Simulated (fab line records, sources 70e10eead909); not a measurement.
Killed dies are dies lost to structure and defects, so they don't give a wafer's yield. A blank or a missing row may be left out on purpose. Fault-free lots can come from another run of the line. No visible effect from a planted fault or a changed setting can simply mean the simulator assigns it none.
Comparing a struck lot with a sound one + flow nand_harc + 14 steps out of a route of 1302
Sound: the wafers L232.1, L232.3, L232.6. Struck: wafers L245.3, L245.5, L245.6. Last of all comes the cause.
For every step that has rows: the tool of each side, followed by ch and its chambers, followed by its first start. Under that, the readings that differ: sound wafers + struck wafers + difference of the means + sigmas: that difference in standard deviations of wafers without a fault.
alike: words and numbers the same on both sides, and readings whose means are apart by under 2 such deviations; not compared: readings that were withheld, readings missing a value for some wafer, numbers with overlapping values and no deviation given by the record, and bounds like >300 which may hide the same value.
Wherever a step has rows on one side only, a row that says differs or no value, or a row with sigmas, the two part there. Numbers that have no deviation but don't overlap get no sigmas and don't part them. A reading that every wafer of one side lacks parts them only if that side has two wafers or more.

NHARC_A_WL_FILL_STRIP_27: strips in N2/H2, time 20 s.
  sound on plasma_asher-02 ch 0,1, day 20 06:53; struck on plasma_asher-01 ch 0,1, day 26 16:47
  alike: drypump_motor_current_A, heater_power_w
  not compared: rf_hours_counter_h
then, 4 steps without rows for these wafers: NHARC_A_WL_FILL_STRIP_28 (strips in post etch residue remover, time 1200 s); NHARC_A_WL_FILL_PRECLEAN_06 (cleans in DIW, time 300 s); NHARC_A_WL_FILL_SRD_07; NHARC_A_WL_FILL_ANNEAL_08 (time 1800 s).
NHARC_A_WL_FILL_ALD_10: deposits SiO2, target thk 50 nm, pulse time 10 s, ald cycles 500.
  sound on ald_hk-02 ch 0,1, day 20 11:22; struck on ald_hk-02 ch 0,3, day 27 01:16
  alike: heater_power_w, precursor_pulse_height_rel
NHARC_A_WL_FILL_ETCHBACK_16: etches the open film in C4F8/O2/Ar, target depth 120 nm, time 24 s.
  sound: rie_diel-05 ch 1,2; struck: rie_diel-08 ch 0,3
  alike: oes_product_au, rf_vpp_V
  not compared: rf_hours_counter_h
NHARC_A_WL_FILL_STRIP_29: strips in O2, time 20 s.
  sound on rie_diel-05 ch 1,2,3, day 20 19:12; struck on rie_diel-08 ch 1,2, day 27 08:09
| reading                | sound                | struck               | difference | sigmas |
|------------------------|----------------------|----------------------|------------|--------|
| throttle_valve_pct (%) | 17.055 17.038 17.035 | 17.019 17.022 17.024 | -0.021     | -2     |
  alike: drypump_motor_current_A, oes_product_au, rf_vpp_V, showerhead_plenum_p_Torr
  not compared: rf_hours_counter_h
NHARC_A_WL_FILL_ETCHBACK_17: etches the open film in Cl2/BCl3, target depth 4 nm, time 26.7 s.
  sound on rie_metal-02 ch 0, day 20 19:17; struck on rie_metal-03 ch 0,1, day 27 08:16
  alike: drypump_motor_current_A, oes_product_au
  not compared: rf_hours_counter_h
then, 2 steps without rows for these wafers: NHARC_A_WL_FILL_PRECLEAN_18 (cleans in dHF, time 30 s); NHARC_A_WL_FILL_SRD_21.
NHARC_A_WL_FILL_CVD_23: deposits poly-Si, target thk 40 nm, time 800 s.
  sound on lpcvd_poly-02 ch 0, day 20 21:56; struck on lpcvd_poly-03 ch 0, day 28 14:56
  alike: tube_center_temp_C, zone_power_bottom_pct
then, 1 step without rows for these wafers: NHARC_A_WL_FILL_ETCHBACK_26 (etches the open film in HBr, target depth 52 nm, time 13.3 s).
-- break in the record here, with 4 days between the starts of the struck wafers on either side (left off in module A_WL_FILL, picked up again in module END, where the first step shown is number 1302 on the route) --
NHARC_END_SORT_01:
  the record has rows for the struck wafers here (prober-02 ch 0, day 32 16:50) and none for the sound ones

## WHERE THEY PART
First at NHARC_A_WL_FILL_STRIP_29; last, within this record, at NHARC_END_SORT_01.

WHY: the cause the simulator had injected
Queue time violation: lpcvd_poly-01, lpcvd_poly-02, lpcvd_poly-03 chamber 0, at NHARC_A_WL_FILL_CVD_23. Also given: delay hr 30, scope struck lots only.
